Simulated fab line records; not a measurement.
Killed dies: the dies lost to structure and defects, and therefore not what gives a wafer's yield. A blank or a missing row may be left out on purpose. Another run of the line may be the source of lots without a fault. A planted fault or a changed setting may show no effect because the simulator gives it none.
fab line records | flow n5-finfet
record lots=4 wafers=12 last-day=20
route steps=1938 shown BEOL_M4@1099 BEOL_M5@1112 BEOL_M7@1273 BEOL_M15@1830 PASSIVATION@1936
lots untouched by any fault: they come from a run of this same line in which no faults occurred
start-h: start of the lot's first displayed wafer, in hours after the record's first day | wait-h: time in hours since the lot's previous step | " repeats the value in the row above | L1.1+2: one row covering several wafers at once | - either no value or no given start | * or withheld: withheld | < > ~ a bound
route shown NAME@n: names a module that has steps shown in the file, with the first one's number in the route | usual: the fault-free wafers' mean and standard deviation | same: alike in all rows | chamber/n: place in a boat | sites: the reading at each site | _std_site: how widely they spread, as a standard deviation | _edge_site: outer sites' mean less inner sites' | radius-mm: for every site, how far away it sits from the centre of the wafer | mask NAME#n: copy n | behind: the most recent tool/chamber to have shaped the wafer | hold: the reason the lot was held/the length of the hold in hours/how it ended | device: the transistor (n, p or np) that didn't switch | end of line: the route-end tests of the same wafers | where a step has no rows: the recipe by itself | killed: the dies lost at the first sort to structure and to defects; this is not the yield of the wafer | map: a wafer's dies, x killed, . not, _ none there
set.NAME: the setting the step ran with; set.NAME@STEP: the setting that earlier step ran with | model.NAME: the simulator's own value behind a step, which no gauge read
certain route steps with their lots: each step a table, each wafer a row
services: when a tool's chamber went out of use (start-h, in hours from the record's first day, below 0 if earlier), for how many hours, and the reason
## steps
# step N5_BEOL_M4_ANNEAL_95
# recipe temp-c=400 time-s=240 ambient=vacuum
# step N5_BEOL_M4_SPUTTER_96
# recipe material=Cu target-thk-a=45 temp-c=-20 chamber-pressure-pa=0.07 power-w=withheld time-s=8.29
# step N5_BEOL_M4_ECD_50
# recipe material=Cu target-thk-a=3000
# step N5_BEOL_M4_ANNEAL_51
# recipe temp-c=225 time-s=90 ambient=N2
# step N5_BEOL_M4_CMP_52
# recipe stop-on=SiOC t-overpolish-s=6.8 down-force-psi=1 platen-rpm=50 clearing-platen-down-force-psi=1.5 clearing-platen-rpm=50 post-cmp-clean=cu-alkaline target-thk-nm=40 clearing-platen-pad-velocity-m-s=0.99484 pad-velocity-m-s=0.99484
# step N5_BEOL_M4_PRE_CLEAN_60
# recipe gas=NH3/H2 time-s=15 temp-c=* rf-power-w=300
# step N5_BEOL_M4_CO_CAP_55
# recipe material=Co target-thk-a=20 temp-c=200 precursor=CCTBA/H2 pressure-torr=30 time-s=102.1
# step N5_BEOL_M4_PRE_CLEAN_56
# recipe gas=NH3 time-s=15 temp-c=withheld rf-power-w=300
# step N5_BEOL_M4_DEP_57
# recipe material=SiCN target-thk-a=80 temp-c=withheld precursor=3MS/NH3 pressure-torr=3 rf-w=202 time-s=14
# step N5_BEOL_M4_RC_MEAS_101
# usual DIBL_N=37.7/2 DIBL_P=37.7/2.3 IOFF_N=0.18/0.039 IOFF_P=0.23/0.042 ION_N=681/12 ION_P=463/8 SS_N=71.9/0.68 SS_P=73.6/0.71 VT_N=248/3.2 VT_P=-249/3.1
# columns lot.wafer tool chamber start-h wait-h DIBL_N[mV/V] DIBL_P[mV/V] IOFF_N[nA/um] IOFF_P[nA/um] ION_N[uA/um] ION_P[uA/um] SS_N[mV/dec] SS_P[mV/dec] VT_N[mV] VT_P[mV]
L659.1 prober-02 0 264.92 0.0 37.5 35.6 0.14 0.20 668 467 72.1 73.1 252 -249
L659.3 " 0 " " 40.2 37.2 0.20 0.23 686 463 73.0 73.9 248 -249
L659.4 " 0 " " 40.6 40.5 0.21 0.28 684 467 72.9 74.7 243 -247
L663.1 prober-01 0 305.30 0.0 38.7 38.8 0.22 0.23 690 462 72.8 74.3 246 -248
L663.3 " 0 " " 36.3 37.4 0.16 0.19 685 465 72.2 73.8 250 -249
L663.6 " 0 " " 36.6 38.5 0.18 0.22 701 473 72.0 73.5 244 -249
L666.3 prober-01 0 310.26 0.3 40.5 41.4 0.24 0.33 702 483 72.5 74.7 245 -243
L666.4 " 0 " " 37.3 37.3 0.18 0.25 683 469 71.3 73.2 246 -245
L666.6 " 0 " " 38.5 38.3 0.19 0.26 669 464 71.7 73.8 250 -248
L677.2 prober-01 0 385.83 0.2 37.6 39.6 0.18 0.20 680 455 72.9 73.5 246 -252
L677.5 " 0 " " 37.9 40.1 0.19 0.23 671 456 71.9 73.6 248 -251
L677.6 " 0 " " 34.7 35.6 0.13 0.16 676 458 71.4 72.9 249 -257
# step N5_BEOL_M5_ILD_DEP_00
# recipe material=SiCOH_lowk target-thk-a=1406.4 temp-c=300 precursor=DEMS/porogen pressure-torr=5 rf-w=500 time-s=25.9
# step N5_BEOL_M5_CURE_79
# recipe temp-c=385 time-s=240 ambient=He/Ar material=SiCOH_lowk
# step N5_BEOL_M5_PECVD_70
# recipe material=SiO2 target-thk-a=160 temp-c=400 precursor=TEOS/O2 pressure-torr=5.5 rf-w=450 teos-flow-sccm=53.8 gas=O2 flow-sccm=3000 time-s=18
# step N5_BEOL_M5_HM_DEP_02
# recipe material=TiN target-thk-a=200 temp-c=25 chamber-pressure-pa=0.49996
# step N5_BEOL_M5_COAT_59
# recipe resist=SOC temp-c=250 time-s=60 spin-rpm=1500 resist-thk-nm=60
# step N5_BEOL_M5_COAT_60
# recipe resist=SiARC temp-c=220 time-s=60 spin-rpm=1500 resist-thk-nm=12
# step N5_BEOL_M5_COAT_71
# recipe resist=underlayer temp-c=205 time-s=60 spin-rpm=1500 resist-thk-nm=5
# step N5_BEOL_M5_COAT_05
# recipe resist=CAR-EUV spin-rpm=1500 resist-thk-nm=30
# step N5_BEOL_M5_EBR_07
# recipe solvent=PGMEA ebr-width-mm=1.5
# step N5_BEOL_M5_SOFTBAKE_06
# recipe temp-c=110 time-s=60 resist=CAR-EUV
# step N5_BEOL_M5_EXPOSE_08
# recipe mask-id=M5 na=0.33 source-shape=annular sigma-inner=0.4 sigma-outer=0.8 polarization=unpolarized target-cd-nm=28 dose-mj=35.75
# step N5_BEOL_M5_PEB_09
# recipe peb-temp-c=100 peb-time-s=60 resist=CAR-EUV
# step N5_BEOL_M5_DEVELOP_10
# recipe develop-time-s=30 developer=TMAH resist=CAR-EUV rinse-liquid=surfactant-rinse dry=air-spin dev-temp-c=23
# step N5_BEOL_M5_DESCUM_16
# recipe chemistry=O2 time-s=7 source-power-w=50 bias-power-w=20 pressure-mtorr=20 rf-frequency-hz=2.712e+07 temp-c=40 resist=CAR-EUV o2-flow-sccm=225
# step N5_BEOL_M5_ETCH_72
# recipe chemistry=N2/H2 target=underlayer target-depth-a=65 mask-material=CAR-EUV time-s=5.2 ion-energy-ev=200 pressure-mtorr=30 source-w=840 bias-w=150 n2-flow-sccm=200 h2-flow-sccm=200 ends=cleared
# step N5_BEOL_M5_ETCH_61
# recipe chemistry=CF4 target=SiARC target-depth-a=156 mask-material=CAR-EUV time-s=26 ion-energy-ev=80 pressure-mtorr=40 source-w=545 bias-w=36 Ar_flow_sccm=100 cf4-flow-sccm=100 ends=cleared
# step N5_BEOL_M5_ETCH_62
# recipe chemistry=N2/H2 target=SOC target-depth-a=750 overetch-a=150 mask-material=SiARC temp-c=40 time-s=112.5 ion-energy-ev=200 pressure-mtorr=30 source-w=840 bias-w=150 n2-flow-sccm=200 h2-flow-sccm=200
# step N5_BEOL_M5_STRIP_63
# recipe chemistry=N2/H2 temp-c=40 n2-flow-sccm=200 h2-flow-sccm=200 rf-frequency-hz=6e+07
# step N5_BEOL_M5_STRIP_73
# recipe chemistry=N2/H2 temp-c=40 n2-flow-sccm=200 h2-flow-sccm=200 rf-frequency-hz=6e+07
# step N5_BEOL_M5_STRIP_64
# recipe chemistry=CF4 resist=SiARC power-w=300 bias-power-w=75 pressure-mtorr=50 cf4-flow-sccm=150 rf-frequency-hz=6e+07
# step N5_BEOL_M5_HM_OPEN_17
# recipe chemistry=Cl2/BCl3 target-depth-a=200 overetch-a=60 target=TiN mask-material=SOC ion-energy-ev=150 pressure-mtorr=10 icp-w=1000 bias-w=126 Cl2_flow_sccm=53.25 bcl3-flow-sccm=21.75 Ar_flow_sccm=25
# step N5_BEOL_M5_STRIP_19
# recipe chemistry=O2 power-w=400 temp-c=40 pressure-mtorr=30 rf-frequency-hz=6e+07 bias-power-w=0 overash-fraction=0.2 o2-flow-sccm=225
# step N5_BEOL_M5_COAT_65
# recipe resist=SOC temp-c=250 time-s=60 spin-rpm=1500 resist-thk-nm=60
# step N5_BEOL_M5_COAT_66
# recipe resist=SiARC temp-c=220 time-s=60 spin-rpm=1500 resist-thk-nm=12
# step N5_BEOL_M7_EXPOSE_08
# recipe mask-id=M7 na=1.35 source-shape=dipole sigma-inner=0.817 sigma-outer=0.97 polarization=te dose-mj=68.25
# usual exposure-dose-mJ-cm2=68.19/0.068 reticle-temp-C=22.99/0.11 stage-vel-mm-s=500.02/0.24
# same na=1.35
# columns lot.wafer tool chamber start-h wait-h mask exposure-dose-mJ-cm2 reticle-temp-C stage-vel-mm-s
L659.1 arfi-scanner-02 0 295.49 - M7#0 68.20 23.16 499.92
L659.3 " 0 " " M7#0 68.27 23.08 499.88
L659.4 " 0 " " M7#0 68.18 23.05 500.22
L663.1 arfi-scanner-02 0 330.54 - M7#0 78.21 23.11 499.89
L663.3 " 0 " " M7#0 78.07 23.17 500.06
L663.6 " 0 " " M7#0 78.07 23.01 500.01
L666.3 arfi-scanner-02 0 333.43 - M7#0 76.19 22.95 500.25
L666.4 " 0 " " M7#0 76.14 22.92 500.11
L666.6 " 0 " " M7#0 76.14 22.94 500.16
L677.2 arfi-scanner-03 0 412.02 - M7#0 68.09 23.14 500.18
L677.5 " 0 " " M7#0 68.19 23.06 499.74
L677.6 " 0 " " M7#0 68.22 23.00 499.85
# step N5_BEOL_M7_CD_MEAS_11
# recipe target-cd-nm=38.5 landing-energy-ev=500 detector=se-inlens polarity=opening
# usual cd-nm=38.8/0.64
# columns lot.wafer tool chamber start-h wait-h cd-nm
L659.1 cd-sem-03 0 295.62 - 38.6
L659.3 " 0 " " 38.5
L659.4 " 0 " " 38.8
L663.1 cd-sem-01 0 330.67 - 45.9
L663.3 " 0 " " 44.2
L663.6 " 0 " " 45.6
L666.3 cd-sem-03 0 333.54 - 43.6
L666.4 " 0 " " 45.4
L666.6 " 0 " " 44.3
L677.2 cd-sem-02 0 412.14 - 39.8
L677.5 " 0 " " 38.4
L677.6 " 0 " " 39.4
# step N5_BEOL_M7_CD_MEAS_18
# recipe pitch-nm=80 target-cd-nm=40
# usual cd-nm=40.4/0.76
# columns lot.wafer tool chamber start-h wait-h cd-nm
L659.1 cd-sem-03 - 296.18 0.0 40.7
L659.3 " - " " 39.9
L659.4 " - " " 40.5
L663.1 cd-sem-02 - 331.44 0.0 47.0
L663.3 " - " " 46.0
L663.6 " - " " 46.7
L666.3 cd-sem-02 - 334.19 0.1 45.3
L666.4 " - " " 46.3
L666.6 " - " " 45.7
L677.2 cd-sem-02 - 412.82 0.1 40.9
L677.5 " - " " 40.0
L677.6 " - " " 40.4
# step N5_BEOL_M15_RC_MEAS_101
# usual COMB_M10=1.5e-11/3.1e-12 COMB_M11=1.42e-11/2.6e-12 COMB_M12=6.6e-12/1.5e-12 COMB_M13=5e-12/1.3e-12 COMB_M14=3.6e-12/6.7e-13 COMB_M15=2.5e-12/6.2e-13 COMB_M5=3.6e-11/7e-12 COMB_M6=2.5e-11/4.8e-12 COMB_M8=2.6e-11/5.6e-12 COMB_M9=1.42e-11/2.8e-12 SERP_M10=3.09/0.12 SERP_M11=3.08/0.1 SERP_M12=0.643/0.024 SERP_M13=0.313/0.0086 SERP_M14=0.161/0.0059 SERP_M5=38.8/2 SERP_M5_max_site=40.3/2.3 SERP_M6=13.9/0.81 SERP_M7=13.7/0.69 SERP_M7_max_site=14.3/0.74 SERP_M8=14.1/0.76 SERP_M8_max_site=14.7/0.83 SERP_M9=3.10/0.11
# columns lot.wafer tool chamber start-h wait-h COMB_M10[S/m] COMB_M11[S/m] COMB_M12[S/m] COMB_M13[S/m] COMB_M14[S/m] COMB_M15[S/m] COMB_M5[S/m] COMB_M6[S/m] COMB_M8[S/m] COMB_M9[S/m] SERP_M10[ohm/um] SERP_M11[ohm/um] SERP_M12[ohm/um] SERP_M13[ohm/um] SERP_M14[ohm/um] SERP_M5[ohm/um] SERP_M5_max_site[ohm/um] SERP_M6[ohm/um] SERP_M7[ohm/um] SERP_M7_max_site[ohm/um] SERP_M8[ohm/um] SERP_M8_max_site[ohm/um] SERP_M9[ohm/um]
L659.1 prober-02 0 360.64 0.0 1.5e-11 1.15e-11 9.3e-12 4.6e-12 4.4e-12 1.7e-12 4.6e-11 1.5e-11 2.2e-11 1.81e-11 2.90 3.02 0.626 0.308 0.158 37.7 37.9 12.8 14.8 15.7 15.0 15.6 3.15
L659.3 " 0 " " 1.4e-11 1.17e-11 8.8e-12 5.1e-12 5e-12 2.5e-12 4.2e-11 1.8e-11 2.3e-11 1.28e-11 3.05 2.90 0.651 0.306 0.155 38.3 39.8 13.6 13.7 13.9 14.7 15.2 3.22
L659.4 " 0 " " 1.4e-11 1.18e-11 6.8e-12 7e-12 3.6e-12 2.4e-12 3.8e-11 2.3e-11 2.2e-11 1.29e-11 2.93 3.06 0.658 0.309 0.165 34.5 35.6 13.5 14.1 14.6 13.8 14.3 3.25
L666.3 prober-01 0 393.06 0.3 1e-11 1.08e-11 6.2e-12 6e-12 4.6e-12 2.7e-12 2.8e-11 3e-11 1.9e-11 1.72e-11 2.91 3.14 0.651 0.311 0.165 36.9 39.0 13.3 11.1 11.6 14.0 14.3 3.16
L666.4 " 0 " " 1.3e-11 1.2e-11 6.8e-12 3e-12 3.9e-12 3.1e-12 2.7e-11 2.2e-11 2.4e-11 1.34e-11 3.16 3.34 0.671 0.314 0.154 38.0 39.4 13.7 11.0 11.6 13.1 13.7 2.98
L666.6 " 0 " " 1.9e-11 1.27e-11 5.6e-12 4.6e-12 3.3e-12 1.7e-12 2.8e-11 2e-11 2.4e-11 1.22e-11 3.12 2.78 0.627 0.301 0.157 37.4 38.9 13.3 10.6 10.9 13.6 14.1 2.99
L663.3 prober-02 0 400.35 0.3 1.3e-11 1.61e-11 6.7e-12 3.6e-12 4.2e-12 2.6e-12 2.4e-11 1.8e-11 2.2e-11 1.39e-11 3.12 3.13 0.623 0.310 0.164 34.6 35.1 14.1 11.1 11.6 14.7 15.3 2.99
L663.6 " 0 " " 1.4e-11 1.33e-11 7.6e-12 4.8e-12 3e-12 2.9e-12 2.9e-11 3.2e-11 1.5e-11 1.6e-11 3.41 3.14 0.701 0.303 0.152 37.0 38.5 14.1 10.9 11.5 13.5 14.9 2.91
L677.2 prober-02 0 468.11 0.2 1.5e-11 1.84e-11 5.9e-12 4.4e-12 3.7e-12 2.2e-12 2.9e-11 3.4e-11 1.8e-11 1.35e-11 3.08 2.97 0.637 0.303 0.162 36.9 38.7 14.3 13.5 14.5 14.9 15.9 3.21
L677.5 " 0 " " 1.5e-11 1.33e-11 6.8e-12 3.8e-12 3e-12 2.6e-12 3.5e-11 2.1e-11 2.7e-11 8.6e-12 3.22 3.03 0.640 0.321 0.163 38.4 40.0 13.1 13.7 14.0 14.2 14.7 3.11
L677.6 " 0 " " 1.7e-11 1.65e-11 6.7e-12 3.8e-12 3.7e-12 2.8e-12 2.8e-11 2.9e-11 2.1e-11 1.17e-11 3.14 3.00 0.666 0.324 0.165 41.3 44.1 14.1 13.0 13.2 14.1 14.5 3.11
# sites SERP_M7 radius-mm=0,75,75,75,75,140,140,140,140
L659.1 14.0 14.8 14.3 14.5 14.3 15.7 15.3 15.3 14.8
L666.3 11.3 11.4 11.1 11.4 11.1 10.9 11.1 11.6 10.8
L677.2 14.0 13.5 13.9 14.3 14.5 13.4 13.3 13.4 13.4
# step N5_PASSIVATION_PROBE_49
# usual defect-limited-yield=91.1/1.4 killed_at_M0_to_M3=34/9.6 killed_at_M4_up=15/5.3 killed-at-contacts=12/6.1 killed-at-front-end=40/11 killed-at-other=3.5/2.8 killed-dies=105/17 killed-on-rim=14/4.3 killed-open=70/12 killed-short=34/7.7 sort_bin_5_function=5.2/0.97 sort_bin_6_memory=3.4/0.62 sort-n-pass=1075/17 sort-yield-pct=91.1/1.4
# same gross-dies=1180 killed-at-back-side=0 sort_bin_4_leakage[%]=0 sort_bin_8_speed[%]=0
# columns lot.wafer tool chamber start-h wait-h defect-limited-yield[%] killed_at_M0_to_M3 killed_at_M4_up killed-at-contacts killed-at-front-end killed-at-other killed-dies killed-on-rim killed-open killed-short sort_bin_5_function[%] sort_bin_6_memory[%] sort-n-pass sort-yield-pct[%]
L659.1 prober-02 - 377.44 0.0 89.4 30 20 18 54 3 125 10 85 38 6.4 3.6 1055 89.4
L659.3 prober-02 - 377.54 0.1 90.7 36 14 10 49 1 110 8 72 32 5.4 3.7 1070 90.7
L659.4 prober-02 - 377.59 0.2 88.2 48 15 11 64 1 139 23 88 47 6.6 4.7 1041 88.2
L666.3 prober-02 - 408.24 0.2 79.8 44 140 15 33 6 238 53 70 38 5.9 3.0 942 79.8
L666.4 prober-02 - 408.29 0.3 45.0 41 548 15 37 8 649 92 78 37 6.9 2.5 531 45.0
L666.6 prober-02 - 408.39 0.4 77.5 16 171 25 50 3 265 50 72 22 4.7 3.1 915 77.5
L663.1 prober-01 - 412.19 0.0 37.5 53 605 35 41 4 738 100 85 44 6.6 3.9 442 37.5
L663.3 prober-01 - 412.29 0.1 71.3 38 224 15 56 6 339 59 89 40 6.4 4.1 841 71.3
L663.6 prober-01 - 412.44 0.3 46.4 43 513 11 64 2 633 87 95 46 6.9 4.7 547 46.4
L677.2 prober-02 - 483.01 0.1 92.9 26 11 7 32 8 84 9 53 31 4.0 2.8 1096 92.9
L677.5 prober-02 - 483.16 0.2 92.2 25 14 16 33 4 92 17 61 28 4.2 3.5 1088 92.2
L677.6 prober-02 - 483.21 0.3 91.6 28 6 3 55 7 99 18 63 35 4.4 3.3 1081 91.6
# killed by level:class
L659.1 STI_FIN_REVEAL:geometric-particle:open=17 MOL_CONTACT_COAG:geometric-particle:open=12 FIN_SAQP:geometric-particle:short=11 BEOL_M2:geometric-particle:open=11 BEOL_M4:geometric-particle:open=10 GATE_CUT:geometric-particle:short=7 FIN_SAQP:geometric-particle:open=6 BEOL_M0_SAQP:geometric-particle:open=6
L659.3 STI_FIN_REVEAL:geometric-particle:open=12 BEOL_M2:geometric-particle:open=12 BEOL_M4:geometric-particle:open=10 BEOL_M0_SAQP:geometric-particle:open=9 BEOL_M0_SAQP:geometric-particle:short=7 FIN_SAQP:geometric-particle:open=6 MOL_CONTACT_COAG:geometric-particle:open=6 FIN_SAQP:geometric-particle:short=5
L659.4 BEOL_M2:geometric-particle:open=19 STI_FIN_REVEAL:geometric-particle:open=18 FIN_SAQP:geometric-particle:short=11 FIN_SAQP:geometric-particle:open=11 BEOL_M0_SAQP:geometric-particle:short=9 BEOL_M0_SAQP:geometric-particle:open=8 MOL_CONTACT_COAG:geometric-particle:open=7 DUMMY_GATE:geometric-particle:open=5
L666.3 BEOL_M7:area-expose=129 BEOL_M0_SAQP:geometric-particle:short=11 MOL_CONTACT_COAG:geometric-particle:open=10 BEOL_M1:geometric-particle:open=9 BEOL_M2:geometric-particle:open=9 STI_FIN_REVEAL:geometric-particle:open=8 BEOL_M0_SAQP:geometric-particle:open=8 GATE_CUT:geometric-particle:short=5
L666.4 BEOL_M7:area-expose=532 MOL_CONTACT_COAG:geometric-particle:open=10 BEOL_M0_SAQP:geometric-particle:open=9 BEOL_M2:geometric-particle:open=9 DUMMY_GATE:geometric-particle:open=8 BEOL_M1:geometric-particle:open=8 FIN_SAQP:geometric-particle:open=6 BEOL_M0_SAQP:geometric-particle:short=6
L666.6 BEOL_M7:area-expose=162 MOL_CONTACT_COAG:geometric-particle:open=19 STI_FIN_REVEAL:geometric-particle:open=14 FIN_SAQP:geometric-particle:open=9 BEOL_M0_SAQP:geometric-particle:open=7 HKMG_FIN:area-etch=7 MOL_CONTACT_COAG:geometric-particle:short=6 STARTING-WAFER:geometric-particle:short=4
L663.1 BEOL_M7:area-expose=598 MOL_CONTACT_COAG:geometric-particle:open=24 BEOL_M0_SAQP:geometric-particle:open=18 MOL_CONTACT_COAG:geometric-particle:short=11 HKMG_FIN:area-etch=11 BEOL_M0_SAQP:geometric-particle:short=9 BEOL_M3:geometric-particle:open=7 DUMMY_GATE:geometric-particle:open=6
L663.3 BEOL_M7:area-expose=210 STI_FIN_REVEAL:geometric-particle:open=16 FIN_SAQP:geometric-particle:open=14 MOL_CONTACT_COAG:geometric-particle:open=14 BEOL_M0_SAQP:geometric-particle:open=13 BEOL_M0_SAQP:geometric-particle:short=12 FIN_SAQP:geometric-particle:short=6 BEOL_M4:geometric-particle:open=6
L663.6 BEOL_M7:area-expose=484 BEOL_M4:geometric-particle:open=18 BEOL_M0_SAQP:geometric-particle:short=14 STI_FIN_REVEAL:geometric-particle:open=12 BEOL_M1:geometric-particle:open=12 BEOL_M0_SAQP:geometric-particle:open=10 FIN_SAQP:geometric-particle:open=8 HKMG_FIN:area-etch=8
L677.2 FIN_SAQP:geometric-particle:short=8 BEOL_M0_SAQP:geometric-particle:short=7 MOL_CONTACT_COAG:geometric-particle:open=6 BEOL_M0_SAQP:geometric-particle:open=6 STI_FIN_REVEAL:geometric-particle:open=5 BEOL_M3:geometric-particle:open=5 BEOL_M4:geometric-particle:open=5 FIN_SAQP:geometric-particle:open=4
L677.5 MOL_CONTACT_COAG:geometric-particle:open=14 FIN_SAQP:geometric-particle:open=6 BEOL_M0_SAQP:geometric-particle:short=5 BEOL_M2:geometric-particle:open=5 BEOL_M4:geometric-particle:short=5 DUMMY_GATE:geometric-particle:open=4 DUMMY_GATE:geometric-particle:short=4 GATE_CUT:geometric-particle:open=4
L677.6 DUMMY_GATE:geometric-particle:open=12 FIN_SAQP:geometric-particle:short=10 STI_FIN_REVEAL:geometric-particle:open=9 FIN_SAQP:geometric-particle:open=8 BEOL_M0_SAQP:geometric-particle:open=8 BEOL_M0_SAQP:geometric-particle:short=5 BEOL_M2:geometric-particle:open=4 BEOL_M3:geometric-particle:open=4
# map L663.1 (x killed, . not)
_________________.xx.x.x..x..________________
______________......x.x......x.x_____________
___________...x....xx....xx..x.....__________
__________...x..xx....x..x..xxx..xx._________
________x..x.x..x..........xx.x.x...x._______
_______..x.....x......x...x.x..xx..xxxx______
______.x....x.x.x.x.x.x..x..x...xxx.xxxx_____
_____.......x.....xx.x..x.x.x.x...xx.xx..____
____...x..x........x.xxxx...xx.xx.xx.xxxxx___
___.x.x..xx.x..x.......x....xx...x.xxxxxxxx__
___......x....x..xxx.xxx....x..xxxx....xxx.__
__..x.x.x.......xx......x..xx...x.xx.xxxxxxx_
__...x.......x......x.x.x.xxxx.xx.xxxxxxxxxx_
_.xx..xx....x.........xx.xx...xx..xxxxxx.xxxx
_.xx........x..x...xxx...x..xx..xx.xxxxxxxxxx
_...x.xx...x.xxx..x..xxx...x..x.xxxxxxxxxxxxx
_..x..x...x.x.x...xxx....x..xx..x.xxxxxxxxxxx
_x.x..x....x.....x.xx.xx..xx.xxxx.x.xxxxxxxxx
_xxx....xxx....xxxxxx..xxx.x.xxxxxx.xxxxxxxxx
_.xxx.....x.xxxx...x.xx..xxxxxxxxxxxxxxxxxxxx
_..x..xxxxx.xxx..x.x.x.xxxxxxxxxxxxxxxxxxxxxx
__xxxxxx.x...xxxxx.x..xxx.x.xxxxx.xxxxxxxxxx_
__xxx.xxx.xx...xx.xxx.xxxxxxxxxxxx.xxxxxxxxx_
___xx...xxxx....xxxx..xx.xxxxxxxxx.xxxxxxxx__
___x..x.xx..xxx.x..x.x.x.xxxxxxxxx.xxxxxxxx__
____xxxx..xxxxxx.xxxxxxxx.xxxx.xxxxxxxxxxx___
_____.xxxxxxxxxxxxxxxxxxxxxxxxxxxxxxxxxxx____
______x.xxx.xxxxxxxxxx.xxxxxxxxxxxxxxxxx_____
_______xxxxxxxxxxxxxxxx.xxxxxxxxxxxxxxx______
________xxxxxxxxxxxxxxxxxxxxxxxxxxxxxx_______
__________xxxxxxxxxxxxxxxxxxxxxxxxxx_________
___________xxxxx.xx.xxxxxxxxxxxxxxx__________
______________xxxxxxxxxxxxxxxxxx_____________
_________________xxxxxxxxxxxx________________
# map L666.4 (x killed, . not)
_________________...xxx......________________
______________.x......x..x..x.x._____________
___________......x.x..........x.xxx__________
__________....x......xx....xx.xx.x.._________
________...x.......x.x.....x....x.x..x_______
_______x..xx.........x..x......x....x.x______
______..x............x.x....x.x....x.xxx_____
_____.......x.x..........x.x.xxx..x.x.xxx____
____..x.....x............xxx....xxxxxx..xx___
___.x.....xx...xx.x.........x..x.x.x.x..xx.__
___..x.........x..x....x.....xx...xxx..x.xx__
__.x...x.......x.x....x.x....x..xx.x.xxxxx.x_
__.........xxxxx.........x.xx.xxx...x.xx...._
_..x..x..x.xx...x....xx..xx..x...xx...xxxxx.x
_.x.x....xx.x..x.......x.....x.x.x.xx.xxxx.xx
_.xx.....x..x....xx..xx.x...x.x...xxxxxxxxxxx
_.x...xx.............xx.xxxxx.xxx.x..xxxxxxxx
_.x.xxx..........x.x...x..xxx....x.xxxxxxxxxx
_x.xx....x....x..xxxxx...x.x.x..xxxxxx.xx.xxx
_x...x.xxxxxxxx.xxxx.xx...xxxxxx.xxxxxxxxx.xx
_xx.....x.xx..x.x.xx.xxxx...x...xxxxxxxxxxxxx
__.xx..x.x.xxxx.xx.xx.xx.xxxxxx..xxxx.xxxxxx_
__.....xx.xxxxx.x.xx.xxx.x...xx.xxxxxxxxxxxx_
___xx....x...xx.x..xxxxxxxxxxxxxx..xxxxxxxx__
___xx.x.x.x.xx.x.x.xxxxxxxxxxxxx.xxxxxxxxxx__
____.x...xx.x.xx...xxx.xxxxxxxxxxxxxxxxxxx___
_____.xxxxxxxxxxxxxxxxxxxxxxxxxxxxxxxxxxx____
______..xxxxxxx.xxxxx.xxxxxxxxxxxxxxxxxx_____
_______xxx.x.x....xxxxxxxxxxxxxxx.xxxxx______
________x.xx.xxxxxx.xxxx.xxxxxxxxxxxxx_______
__________xx.xxx.xxxxxxxxxxxxxxxxxxx_________
___________xxxxxxxxxxx.xxxxxxxxxx.x__________
______________xxxxxxxxxxxxxxxxxx_____________
_________________xxxxxxxx.xxx________________
## services
# columns tool chamber start-h hours kind
arfi-scanner-03 - 279.66 4.9 pm
arfi-scanner-03 - 285.18 1.0 pm
arfi-scanner-03 - 289.41 1.3 pm
arfi-scanner-03 - 290.97 4.8 pm
arfi-scanner-03 - 319.37 0.8 pm
arfi-scanner-02 - 320.98 0.8 pm
arfi-scanner-02 - 327.10 1.0 pm
arfi-scanner-03 - 339.72 1.8 repair
arfi-scanner-02 - 341.75 1.3 pm
arfi-scanner-02 - 343.41 2.3 repair
arfi-scanner-03 - 372.50 3.9 pm
arfi-scanner-03 - 398.85 2.3 repair
arfi-scanner-03 - 406.73 0.5 repair
arfi-scanner-03 - 409.69 1.0 pm
## key
first-sign step=N5_BEOL_M7_EXPOSE_08 reading=exposure-dose-mJ-cm2 direction=up sigmas=99+ usual=68.19 struck=77.14
effect step=N5_BEOL_M7_CD_MEAS_11 reading=cd-nm direction=up sigmas=9.5 usual=38.8 struck=44.9 through=control-loop
effect step=N5_BEOL_M7_CD_MEAS_18 reading=cd-nm direction=up sigmas=7.5 usual=40.4 struck=46.2 through=control-loop
effect step=N5_BEOL_M15_RC_MEAS_101 reading=SERP_M7 direction=down sigmas=4.1 usual=13.7 struck=10.9
effect step=N5_PASSIVATION_PROBE_49 reading=killed_at_M4_up direction=up sigmas=67 usual=15 struck=367
more-kills-born-at N5_BEOL_M7_EXPOSE_08@arfi-scanner-02=2115
met-at N5_BEOL_M7_EXPOSE_08
struck-wafers L663.1,L663.3,L663.6,L666.3,L666.4,L666.6
later-rows-left-out L663.1
loop-trim step=N5_BEOL_M7_EXPOSE_08 setting=dose lots=L666
baseline-loss step=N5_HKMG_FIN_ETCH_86 wafers=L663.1
onset-between 295.49 330.54
fault kind=process-parameter-drift tool=arfi-scanner-02 chamber=- onset-h=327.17 steps=N5_BEOL_M7_EXPOSE_08 channel=dose-mj offset=9.9451 shape=step acts-in=these-recipes-only stated=68.25
# later-rows-left-out: the simulator's readings of these wafers behind a module that went badly wrong aren't trusted and aren't shown, but for the sort
# loop-trim: a control loop set the setting to another value than it would have without faults
# baseline-loss: these wafers lose ten dies or more at that step, a loss of the line's own and not of a fault; the sort's usual values leave them out
